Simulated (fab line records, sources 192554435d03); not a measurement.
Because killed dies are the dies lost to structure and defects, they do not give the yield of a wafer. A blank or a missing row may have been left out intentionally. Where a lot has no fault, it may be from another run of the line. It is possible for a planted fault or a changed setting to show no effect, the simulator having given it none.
The tool behind it: which one?	flow n5-finfet	24 lots with 72 wafers sampled at 4 steps, on a route of 1938 steps

WHAT EACH GAUGE READ, for each wafer
N5_BEOL_M15_INSPECT_12: inspects for defects (macro). Usual: raw-defect-count at 2.1, with a standard deviation of 1.4.
lot	measured	on	raw-defect-count	flag
L074	day 11 06:29	defect-inspect-01	0 1 3	
L075	day 11 14:34	defect-inspect-02	7 3 1	
L077	day 12 08:35	defect-inspect-02	2 1 2	
L078	day 12 08:43	defect-inspect-02	0 3 2	
L079	day 12 13:05	defect-inspect-01	1 4 1	
L080	day 12 20:15	defect-inspect-02	5 1 3	
L082	day 13 07:59	defect-inspect-01	4 1 1	
L081	day 13 08:22	defect-inspect-02	5 3 5	
L083	day 14 06:16	defect-inspect-02	0 4 2	
L084	day 14 09:06	defect-inspect-02	2 3 4	
L086	day 14 09:41	defect-inspect-02	0 3 3	
L085	day 14 14:23	defect-inspect-02	1 1 1	
L087	day 14 22:05	defect-inspect-01	2 2 0	
L089	day 14 22:25	defect-inspect-01	3 1 4	
L088	day 15 07:47	defect-inspect-02	1 3 3	
L090	day 15 10:46	defect-inspect-01	1 1 1	
L091	day 15 21:04	defect-inspect-02	3 1 4	
L092	day 15 21:41	defect-inspect-02	1 2 1	
L093	day 16 00:39	defect-inspect-02	2 2 1	
L094	day 17 03:24	defect-inspect-01	1 1 3	
L076	day 17 07:30	defect-inspect-01	5 2 4	
L095	day 17 12:11	defect-inspect-02	0 3 3	
L097	day 18 00:41	defect-inspect-02	1 1 1	
L096	day 18 19:17	defect-inspect-02	5 1 2	

N5_BEOL_M15_CD_MEAS_28: target cd 407.6 nm. Usual: cd-nm at 408.5 nm, with a standard deviation of 1.8.
lot	measured	on	cd-nm (nm)	flag
L074	day 11 07:53	cd-sem-03	408.7 411.3 408.2	
L075	day 11 16:06	cd-sem-02	408.9 408.1 407.3	
L077	day 12 10:13	cd-sem-01	406.5 407.0 408.4	
L078	day 12 10:23	cd-sem-01	410.2 410.8 411.2	
L079	day 12 14:48	cd-sem-01	407.2 408.1 406.9	
L080	day 12 21:58	cd-sem-01	409.9 411.7 409.2	
L082	day 13 09:35	cd-sem-01	410.4 407.7 407.1	
L081	day 13 09:56	cd-sem-02	408.4 408.9 409.4	
L083	day 14 07:47	cd-sem-02	403.9 407.0 407.8	
L084	day 14 10:38	cd-sem-01	409.3 409.4 410.2	
L086	day 14 11:05	cd-sem-01	406.1 409.0 409.9	
L085	day 14 15:57	cd-sem-01	406.8 407.2 405.2	
L087	day 15 00:05	cd-sem-03	411.1 409.3 408.5	
L089	day 15 00:17	cd-sem-02	411.3 411.5 408.1	
L088	day 15 09:11	cd-sem-03	408.9 408.2 406.3	
L090	day 15 12:17	cd-sem-01	410.1 405.9 407.3	
L091	day 15 22:35	cd-sem-03	408.3 405.9 407.3	
L092	day 15 23:33	cd-sem-03	405.3 406.5 408.1	
L093	day 16 02:04	cd-sem-01	408.4 405.1 405.9	
L094	day 17 04:49	cd-sem-03	409.7 406.4 408.3	
L076	day 17 09:02	cd-sem-03	407.8 409.2 405.6	
L095	day 17 13:43	cd-sem-01	408.4 410.6 408.2	
L097	day 18 02:22	cd-sem-02	410.0 409.7 407.5	
L096	day 18 21:19	cd-sem-01	411.0 412.0 409.2	

WHAT TOOL EACH LOT RAN ON (gives the tool, then ch and the chambers of the sampled wafers, and finally the start)
lot	N5_BEOL_M15_STRIP_64	N5_BEOL_M15_ETCH_57
L074	rie-diel-05 ch 1,2,3, day 11 07:07 or earlier	rie-diel-02 ch 0,1, day 11 07:07
L075	rie-diel-05 ch 0,1,3, day 11 15:12 or earlier	rie-diel-05 ch 0,1, day 11 15:12
L077	rie-diel-05 ch 1,2, day 12 09:27 or earlier	rie-diel-05 ch 0,1, day 12 09:27
L078	rie-diel-02 ch 0,1,3, day 12 09:28 or earlier	rie-diel-02 ch 0,2,3, day 12 09:28
L079	rie-diel-05 ch 1,3, day 12 13:54 or earlier	rie-diel-02 ch 2,3, day 12 13:54
L080	rie-diel-02 ch 0,1,2, day 12 21:04 or earlier	rie-diel-05 ch 1,3, day 12 21:04
L082	rie-diel-02 ch 0,1, day 13 08:49 or earlier	rie-diel-04 ch 0,1,2, day 13 08:49
L081	rie-diel-04 ch 0,1, day 13 09:02 or earlier	rie-diel-05 ch 0,2,3, day 13 09:02
L083	rie-diel-05 ch 1,2, day 14 07:01 or earlier	rie-diel-02 ch 1,2, day 14 07:01
L084	rie-diel-04 ch 0,1, day 14 09:44 or earlier	rie-diel-02 ch 1,2,3, day 14 09:44
L086	rie-diel-04 ch 0,2,3, day 14 10:19 or earlier	rie-diel-02 ch 0,1,3, day 14 10:19
L085	rie-diel-04 ch 0,1,2, day 14 15:03 or earlier	rie-diel-04 ch 0,1,2, day 14 15:03
L087	rie-diel-05 ch 0,2, day 14 23:11 or earlier	rie-diel-04 ch 0,1,2, day 14 23:11
L089	rie-diel-02 ch 1,3, day 14 23:23 or earlier	rie-diel-05 ch 1,2,3, day 14 23:23
L088	rie-diel-05 ch 1,2,3, day 15 08:25 or earlier	rie-diel-05 ch 1,2,3, day 15 08:25
L090	rie-diel-02 ch 2,3, day 15 11:23 or earlier	rie-diel-04 ch 1,2, day 15 11:23
L091	rie-diel-04 ch 0,2,3, day 15 21:42 or earlier	rie-diel-02 ch 1,2,3, day 15 21:42
L092	rie-diel-02 ch 1,3, day 15 22:46 or earlier	rie-diel-02 ch 0,1,2, day 15 22:46
L093	rie-diel-05 ch 2,3, day 16 01:17 or earlier	rie-diel-05 ch 1,2,3, day 16 01:17
L094	rie-diel-02 ch 1,2, day 17 04:02 or earlier	rie-diel-02 ch 1,2,3, day 17 04:02
L076	rie-diel-04 ch 1,2,3, day 17 08:08 or earlier	rie-diel-04 ch 1,2,3, day 17 08:08
L095	rie-diel-05 ch 0,3, day 17 12:49 or earlier	rie-diel-02 ch 2,3, day 17 12:49
L097	rie-diel-05 ch 0,1,3, day 18 01:29 or earlier	rie-diel-04 ch 0,2,3, day 18 01:29
L096	rie-diel-05 ch 1,3, day 18 20:25 or earlier	rie-diel-02 ch 1,2,3, day 18 20:25
- N5_BEOL_M15_STRIP_64: strips in O2.
- N5_BEOL_M15_ETCH_57: etches SOC in N2/H2, time 750 s.

AS READ BY THE TOOLS THEMSELVES (means over the sampled wafers that have a number; for cases with no such wafer, the mark the record gives instead)
N5_BEOL_M15_STRIP_64. Usual: drypump-motor-current-A 5.5 A, standard deviation 0.41; oes-product-au 0.78 a.u., standard deviation 0.077; rf-vpp-V 3.6 V, standard deviation 0.49; showerhead-plenum-p-Torr 2.10 Torr, standard deviation 0.07; temp-c 59.98 C, standard deviation 0.11; throttle-valve-pct 16.79 %, standard deviation 0.14.
lot	tool	drypump-motor-current-A (A)	oes-product-au (a.u.)	rf-vpp-V (V)	showerhead-plenum-p-Torr (Torr)	temp-c (C)	throttle-valve-pct (%)	flag
L074	rie-diel-05	5.7	0.75	3.3	2.03	59.98	16.80	
L075	rie-diel-05	5.5	0.82	3.4	2.08	59.96	16.75	
L077	rie-diel-05	6.0	0.76	3.9	2.07	59.87	16.81	
L078	rie-diel-02	5.8	0.82	3.6	2.14	60.00	16.72	
L079	rie-diel-05	5.6	0.74	3.9	2.02	60.08	16.71	
L080	rie-diel-02	5.8	0.78	3.7	2.13	59.93	16.82	
L082	rie-diel-02	5.9	0.82	3.9	2.10	59.94	16.87	
L081	rie-diel-04	5.2	0.72	3.0	2.18	60.01	16.79	
L083	rie-diel-05	6.0	0.75	3.7	2.06	60.09	16.83	
L084	rie-diel-04	5.2	0.71	3.6	2.18	60.07	16.79	
L086	rie-diel-04	5.3	0.81	3.4	2.11	59.92	16.69	
L085	rie-diel-04	5.1	0.76	4.0	2.16	59.97	16.78	
L087	rie-diel-05	5.2	0.83	3.4	2.09	60.04	16.94	
L089	rie-diel-02	5.9	0.83	3.9	2.13	60.17	16.76	
L088	rie-diel-05	5.7	0.73	3.9	2.02	59.85	16.84	
L090	rie-diel-02	5.7	0.76	3.5	2.18	59.88	16.72	
L091	rie-diel-04	5.2	0.80	3.6	2.11	59.97	16.70	
L092	rie-diel-02	5.8	0.84	4.0	2.17	59.92	16.64	
L093	rie-diel-05	5.5	0.70	4.2	1.99	60.06	16.84	
L094	rie-diel-02	6.0	0.77	3.9	2.12	60.14	16.89	
L076	rie-diel-04	5.1	0.80	3.0	2.11	59.97	16.75	
L095	rie-diel-05	5.2	0.75	3.4	2.03	59.99	16.82	
L097	rie-diel-05	5.5	0.77	3.5	2.06	59.94	16.83	
L096	rie-diel-05	5.6	0.70	3.8	2.01	60.11	16.78	

N5_BEOL_M15_ETCH_57. Usual: drypump-motor-current-A 5.6 A, standard deviation 0.37; h2-flow-sccm 200.0 sccm, standard deviation 0.55; oes-product-au 0.79 a.u., standard deviation 0.076; rf-vpp-V 524.6 V, standard deviation 2.3; showerhead-plenum-p-Torr 2.57 Torr, standard deviation 0.085; throttle-valve-pct 17.92 %, standard deviation 0.2.
lot	tool	drypump-motor-current-A (A)	h2-flow-sccm (sccm)	oes-product-au (a.u.)	rf-vpp-V (V)	showerhead-plenum-p-Torr (Torr)	throttle-valve-pct (%)	flag
L074	rie-diel-02	5.9	199.7	0.83	524.5	2.58	18.06	
L075	rie-diel-05	5.8	199.4	0.84	524.8	2.59	18.16	
L077	rie-diel-05	5.4	200.4	0.87	524.8	2.60	18.21	
L078	rie-diel-02	5.7	199.5	0.79	526.4	2.64	17.83	
L079	rie-diel-02	5.7	199.6	0.78	526.9	2.66	17.78	
L080	rie-diel-05	5.9	200.0	0.76	523.3	2.52	18.01	
L082	rie-diel-04	5.2	200.2	0.76	525.6	2.61	17.77	
L081	rie-diel-05	5.4	200.0	0.78	521.6	2.48	17.99	
L083	rie-diel-02	5.9	200.2	0.76	525.5	2.62	17.96	
L084	rie-diel-02	5.8	200.2	0.81	525.8	2.63	17.89	
L086	rie-diel-02	5.8	200.1	0.82	525.0	2.61	17.94	
L085	rie-diel-04	5.2	199.9	0.76	525.4	2.61	17.78	
L087	rie-diel-04	5.1	200.1	0.75	526.1	2.61	17.80	
L089	rie-diel-05	5.7	199.8	0.72	521.2	2.46	17.99	
L088	rie-diel-05	5.7	199.4	0.73	521.7	2.46	17.99	
L090	rie-diel-04	5.0	200.8	0.76	526.7	2.61	17.86	
L091	rie-diel-02	5.8	200.0	0.80	525.6	2.63	17.91	
L092	rie-diel-02	5.8	200.3	0.76	525.2	2.58	18.03	
L093	rie-diel-05	5.8	199.9	0.73	521.9	2.46	17.99	
L094	rie-diel-02	5.8	200.6	0.79	525.3	2.63	17.92	
L076	rie-diel-04	5.1	199.9	0.81	524.6	2.56	17.87	
L095	rie-diel-02	5.7	200.1	0.76	526.4	2.65	17.85	
L097	rie-diel-04	5.3	200.7	0.88	524.0	2.56	17.66	
L096	rie-diel-02	5.9	200.1	0.77	525.8	2.62	17.95	

THE ANSWER, worked out from the rows above alone
Rule: a lot counts as off when the mean over its wafers that have a number is more than 3 standard deviations away from the usual mean. A lot without any number at a reading at which 4 lots or more have one is off too. The other lots that the step has rows for count as sound. First the gauges in route order, then the tools' own readings, where a lot's mean is used as printed above. The first step at which some lot is off is used, and at that step the reading that is off furthest; a lot without a number counts as furthest.
None of the lots is off at any reading shown; this tells nothing.

WHAT HAD BEEN PUT IN BY THE SIMULATOR
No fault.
